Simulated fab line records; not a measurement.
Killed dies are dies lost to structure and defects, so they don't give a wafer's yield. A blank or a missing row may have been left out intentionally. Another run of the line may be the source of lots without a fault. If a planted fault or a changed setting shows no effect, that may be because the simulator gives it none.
Matching of chambers || flow nandHarc || rieDiel-05 running NHARC_A_STAIRCASE_DESCUM_186: 4 sister chambers
The step chemistry O2, time 3 s. 8 wafers are shown with their chamber, then 12 later ones without.

WAFERS, EACH WITH ITS CHAMBER
{"wafer": "L076.2", "chamber": 0, "drypumpMotorCurrentA (A)": 6.1, "showerheadPlenumPTorr (Torr)": 1.91}
{"wafer": "L082.2", "chamber": 1, "drypumpMotorCurrentA (A)": 4.8, "showerheadPlenumPTorr (Torr)": 1.96}
{"wafer": "L082.4", "chamber": 3, "drypumpMotorCurrentA (A)": 4.9, "showerheadPlenumPTorr (Torr)": 1.83}
{"wafer": "L086.5", "chamber": 1, "drypumpMotorCurrentA (A)": 4.8, "showerheadPlenumPTorr (Torr)": 1.95}
{"wafer": "L086.6", "chamber": 2, "drypumpMotorCurrentA (A)": 6.3, "showerheadPlenumPTorr (Torr)": 1.87}
{"wafer": "L091.3", "chamber": 0, "drypumpMotorCurrentA (A)": 6.1, "showerheadPlenumPTorr (Torr)": 1.90}
{"wafer": "L091.5", "chamber": 3, "drypumpMotorCurrentA (A)": 4.9, "showerheadPlenumPTorr (Torr)": 1.82}
{"wafer": "L091.6", "chamber": 2, "drypumpMotorCurrentA (A)": 6.2, "showerheadPlenumPTorr (Torr)": 1.87}

WAFERS MISSING THEIR CHAMBER
{"wafer": "L092.1", "drypumpMotorCurrentA (A)": 4.8, "showerheadPlenumPTorr (Torr)": 1.95}
{"wafer": "L092.3", "drypumpMotorCurrentA (A)": 6.1, "showerheadPlenumPTorr (Torr)": 1.90}
{"wafer": "L092.6", "drypumpMotorCurrentA (A)": 6.1, "showerheadPlenumPTorr (Torr)": 1.90}
{"wafer": "L095.2", "drypumpMotorCurrentA (A)": 6.1, "showerheadPlenumPTorr (Torr)": 1.89}
{"wafer": "L095.3", "drypumpMotorCurrentA (A)": 4.9, "showerheadPlenumPTorr (Torr)": 1.82}
{"wafer": "L095.4", "drypumpMotorCurrentA (A)": 6.2, "showerheadPlenumPTorr (Torr)": 1.86}
{"wafer": "L095.1", "drypumpMotorCurrentA (A)": 4.8, "showerheadPlenumPTorr (Torr)": 1.94}
{"wafer": "L095.5", "drypumpMotorCurrentA (A)": 4.8, "showerheadPlenumPTorr (Torr)": 1.82}
{"wafer": "L095.6", "drypumpMotorCurrentA (A)": 6.1, "showerheadPlenumPTorr (Torr)": 1.89}
{"wafer": "L096.1", "drypumpMotorCurrentA (A)": 6.3, "showerheadPlenumPTorr (Torr)": 1.86}
{"wafer": "L096.2", "drypumpMotorCurrentA (A)": 4.9, "showerheadPlenumPTorr (Torr)": 1.81}
{"wafer": "L096.3", "drypumpMotorCurrentA (A)": 6.1, "showerheadPlenumPTorr (Torr)": 1.89}

THE CHAMBER EACH PASSED THROUGH
{"wafer": "L092.1", "from the rows above": 1, "in truth": 1}
{"wafer": "L092.3", "from the rows above": 0, "in truth": 0}
{"wafer": "L092.6", "from the rows above": 0, "in truth": 0}
{"wafer": "L095.2", "from the rows above": 0, "in truth": 0}
{"wafer": "L095.3", "from the rows above": 3, "in truth": 3}
{"wafer": "L095.4", "from the rows above": 2, "in truth": 2}
{"wafer": "L095.1", "from the rows above": 1, "in truth": 1}
{"wafer": "L095.5", "from the rows above": 3, "in truth": 3}
{"wafer": "L095.6", "from the rows above": 0, "in truth": 0}
{"wafer": "L096.1", "from the rows above": 2, "in truth": 2}
{"wafer": "L096.2", "from the rows above": 3, "in truth": 3}
{"wafer": "L096.3", "from the rows above": 0, "in truth": 0}
Correctly placed: 12 of 12. Number that these rows cannot place: 0. Number placed wrongly: 0.
How it was worked out, from the rows above alone: a wafer's distance from a chamber is the root of the sum, over the readings, of the square of ((its reading less the chamber's mean) divided by the reading's scatter). If the next closest chamber is less than 2 further off than the closest, the wafer can't be placed; otherwise it belongs to the closest. A chamber's mean is the mean of its shown wafers. The scatter is the square root of a quotient: the sum, over the shown wafers, of each reading's squared deviation from its chamber's mean, divided by wafers minus chambers.
